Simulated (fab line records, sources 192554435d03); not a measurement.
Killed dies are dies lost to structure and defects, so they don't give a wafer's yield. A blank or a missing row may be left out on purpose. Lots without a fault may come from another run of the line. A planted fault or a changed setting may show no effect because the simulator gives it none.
Which tool did it? | flow n5_finfet | 8 lots, 24 wafers sampled, at 4 steps of a route of 1938

WHAT THE GAUGES READ, wafer by wafer
N5_BEOL_M6_THK_MEAS_53: measures by xrf.
lot  | measured     | on            | M6_THK (nm)
L829 | day 10 04:08 | film_metro-01 | 82.7 78.5 79.1
L834 | day 11 11:04 | film_metro-01 | 294.3 296.1 292.7
L835 | day 11 20:29 | film_metro-01 | 297.8 293.6 299.3
L841 | day 13 11:13 | film_metro-01 | 83.7 78.6 78.3
L843 | day 13 14:04 | film_metro-01 | 78.1 78.8 79.9
L844 | day 14 01:56 | film_metro-02 | 77.7 77.7 81.1
L845 | day 14 10:41 | film_metro-02 | 84.4 85.9 83.1
L846 | day 14 18:51 | film_metro-02 | 81.2 81.0 81.8

WHICH TOOL RAN EACH LOT (tool, then ch and the chambers of the sampled wafers, then the start)
lot  | N5_BEOL_M6_STRIP_36                | N5_BEOL_M6_PRE_CLEAN_45      | N5_BEOL_M6_CMP_52
L829 | rie_diel-02 ch 0,3, day 10 01:08   | pvd_sputter-01, day 10 01:58 | cmp-04 ch 0,1, day 10 03:50
L834 | rie_diel-01 ch 2,3, day 11 08:01   | pvd_sputter-02, day 11 09:04 | cmp-01 ch 0,2,3, day 11 10:51
L835 | rie_diel-01 ch 1,2,3, day 11 17:35 | pvd_sputter-03, day 11 18:49 | cmp-04 ch 0,1,2, day 11 20:16
L841 | rie_diel-01 ch 0,2, day 13 06:41   | pvd_sputter-03, day 13 07:46 | cmp-04 ch 0,2, day 13 10:55
L843 | rie_diel-05 ch 0,2,3, day 13 10:58 | pvd_sputter-03, day 13 12:13 | cmp-04 ch 0,2,3, day 13 13:46
L844 | rie_diel-02 ch 0,1,3, day 13 23:15 | pvd_sputter-03, day 14 00:24 | cmp-04 ch 1,2,3, day 14 01:38
L845 | rie_diel-01 ch 2,3, day 14 05:51   | pvd_sputter-03, day 14 08:56 | cmp-01 ch 0,2,3, day 14 10:23
L846 | rie_diel-05 ch 0,1,3, day 14 16:35 | pvd_sputter-02, day 14 17:21 | cmp-02 ch 2,3, day 14 18:35
- N5_BEOL_M6_STRIP_36: strips in N2/H2.
- N5_BEOL_M6_PRE_CLEAN_45: time 30 s.
- N5_BEOL_M6_CMP_52: polishes, stops on SiCOH lowk, t overpolish 6.9 s, target thk 80 nm.

THE ANSWER, worked out from the rows above alone
Rule: what is usual is taken from the lots themselves. Put in order of their means at a reading, lots are off if they are a third of the lots or fewer, leave a main group of 4 or more, and stand apart from it by a gap of 3 or more times the standard deviation of the main group's means; of several such gaps the widest counts. A main group whose means are all the same, to the digits that the tables above print for the reading, isn't used. A lot without any number at a reading at which 4 lots or more have one is off too. The other lots that the step has rows for count as sound.
Off: L834, L835, at N5_BEOL_M6_THK_MEAS_53 (M6_THK). The main group: mean 80.6 nm, standard deviation 1.9.
A tool fits if, at a process step before that reading, it ran every lot that is off, and no sound lot after the first of them. The gauges at N5_BEOL_M6_THK_MEAS_53 are tried like those tools. None of those tried fits.

WHAT THE SIMULATOR HAD PUT IN
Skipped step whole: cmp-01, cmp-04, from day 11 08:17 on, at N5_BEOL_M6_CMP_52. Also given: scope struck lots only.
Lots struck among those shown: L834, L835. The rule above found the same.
